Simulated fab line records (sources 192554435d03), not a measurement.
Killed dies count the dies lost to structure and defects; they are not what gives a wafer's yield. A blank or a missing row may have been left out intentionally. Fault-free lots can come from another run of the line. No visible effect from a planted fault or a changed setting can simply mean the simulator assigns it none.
Chamber matching / flow n5Finfet / N5_BEOL_M0_SAQP_ETCH_102 on rieSi-04: 4 sister chambers
The step etches SiO2 in CF4, target depth 4 nm, time 4.4 s. 18 wafers are shown with their chamber, then 9 later ones without.

WAFERS WITH THEIR CHAMBER
wafer=L076.1; chamber=2; throttleValvePct (%)=21.73; drypumpMotorCurrentA (A)=6.1; oesProductAu (a.u.)=1.014
wafer=L076.2; chamber=0; throttleValvePct (%)=22.23; drypumpMotorCurrentA (A)=5.8; oesProductAu (a.u.)=0.975
wafer=L076.3; chamber=1; throttleValvePct (%)=21.43; drypumpMotorCurrentA (A)=6.1; oesProductAu (a.u.)=0.995
wafer=L076.4; chamber=3; throttleValvePct (%)=21.89; drypumpMotorCurrentA (A)=5.5; oesProductAu (a.u.)=1.004
wafer=L076.5; chamber=0; throttleValvePct (%)=22.23; drypumpMotorCurrentA (A)=5.7; oesProductAu (a.u.)=0.983
wafer=L076.6; chamber=1; throttleValvePct (%)=21.42; drypumpMotorCurrentA (A)=6.1; oesProductAu (a.u.)=1.008
wafer=L077.1; chamber=2; throttleValvePct (%)=21.73; drypumpMotorCurrentA (A)=6.0; oesProductAu (a.u.)=1.018
wafer=L077.5; chamber=2; throttleValvePct (%)=21.74; drypumpMotorCurrentA (A)=6.1; oesProductAu (a.u.)=1.010
wafer=L077.6; chamber=3; throttleValvePct (%)=21.89; drypumpMotorCurrentA (A)=5.5; oesProductAu (a.u.)=1.010
wafer=L078.3; chamber=1; throttleValvePct (%)=21.42; drypumpMotorCurrentA (A)=6.1; oesProductAu (a.u.)=0.998
wafer=L078.4; chamber=0; throttleValvePct (%)=22.24; drypumpMotorCurrentA (A)=5.7; oesProductAu (a.u.)=0.979
wafer=L078.6; chamber=3; throttleValvePct (%)=21.88; drypumpMotorCurrentA (A)=5.5; oesProductAu (a.u.)=1.008
wafer=L079.2; chamber=2; throttleValvePct (%)=21.75; drypumpMotorCurrentA (A)=6.1; oesProductAu (a.u.)=1.004
wafer=L079.3; chamber=1; throttleValvePct (%)=21.43; drypumpMotorCurrentA (A)=6.1; oesProductAu (a.u.)=0.999
wafer=L079.4; chamber=0; throttleValvePct (%)=22.24; drypumpMotorCurrentA (A)=5.7; oesProductAu (a.u.)=0.981
wafer=L082.1; chamber=3; throttleValvePct (%)=21.89; drypumpMotorCurrentA (A)=5.5; oesProductAu (a.u.)=1.013
wafer=L082.2; chamber=2; throttleValvePct (%)=21.74; drypumpMotorCurrentA (A)=6.1; oesProductAu (a.u.)=1.008
wafer=L082.3; chamber=1; throttleValvePct (%)=21.43; drypumpMotorCurrentA (A)=6.1; oesProductAu (a.u.)=1.002

SIGNATURES (averages over the wafers above)
reading=throttleValvePct; chamber 0=22.2350; chamber 1=21.4260; chamber 2=21.7380; chamber 3=21.8875; scatter within a chamber=0.00641
reading=drypumpMotorCurrentA; chamber 0=5.725; chamber 1=6.100; chamber 2=6.080; chamber 3=5.500; scatter within a chamber=0.0333
reading=oesProductAu; chamber 0=0.97950; chamber 1=1.00040; chamber 2=1.01080; chamber 3=1.00875; scatter within a chamber=0.00457
Rule: a wafer lies at a distance from a chamber equal to the root of the sum of squares, over the readings, of (its reading less the chamber's mean, divided by the reading's scatter). If the next closest chamber is less than 2 further off than the closest, the wafer can't be placed; otherwise it belongs to the closest. The scatter: the root of (the sum of the squares of (reading less its chamber's mean) over the shown wafers, divided by (wafers less chambers)).

WAFERS WHOSE CHAMBER IS MISSING
wafer=L082.4; throttleValvePct (%)=22.22; drypumpMotorCurrentA (A)=5.8; oesProductAu (a.u.)=0.990
wafer=L082.5; throttleValvePct (%)=21.41; drypumpMotorCurrentA (A)=6.1; oesProductAu (a.u.)=0.993
wafer=L082.6; throttleValvePct (%)=21.75; drypumpMotorCurrentA (A)=6.1; oesProductAu (a.u.)=1.001
wafer=L088.1; throttleValvePct (%)=22.23; drypumpMotorCurrentA (A)=5.8; oesProductAu (a.u.)=0.984
wafer=L088.2; throttleValvePct (%)=21.89; drypumpMotorCurrentA (A)=5.5; oesProductAu (a.u.)=1.021
wafer=L088.6; throttleValvePct (%)=21.75; drypumpMotorCurrentA (A)=6.1; oesProductAu (a.u.)=1.007
wafer=L097.1; throttleValvePct (%)=22.24; drypumpMotorCurrentA (A)=5.7; oesProductAu (a.u.)=0.994
wafer=L097.4; throttleValvePct (%)=21.74; drypumpMotorCurrentA (A)=6.1; oesProductAu (a.u.)=1.024
wafer=L097.6; throttleValvePct (%)=22.24; drypumpMotorCurrentA (A)=5.8; oesProductAu (a.u.)=0.992

WHICH CHAMBER EACH ONE RAN IN
wafer=L082.4; from the rows above=0; in truth=0
wafer=L082.5; from the rows above=1; in truth=1
wafer=L082.6; from the rows above=2; in truth=2
wafer=L088.1; from the rows above=0; in truth=0
wafer=L088.2; from the rows above=3; in truth=3
wafer=L088.6; from the rows above=2; in truth=2
wafer=L097.1; from the rows above=0; in truth=0
wafer=L097.4; from the rows above=2; in truth=2
wafer=L097.6; from the rows above=0; in truth=0
Correct placement for 9 of the 9. Can't be placed from these rows: 0. Placed wrongly: 0.
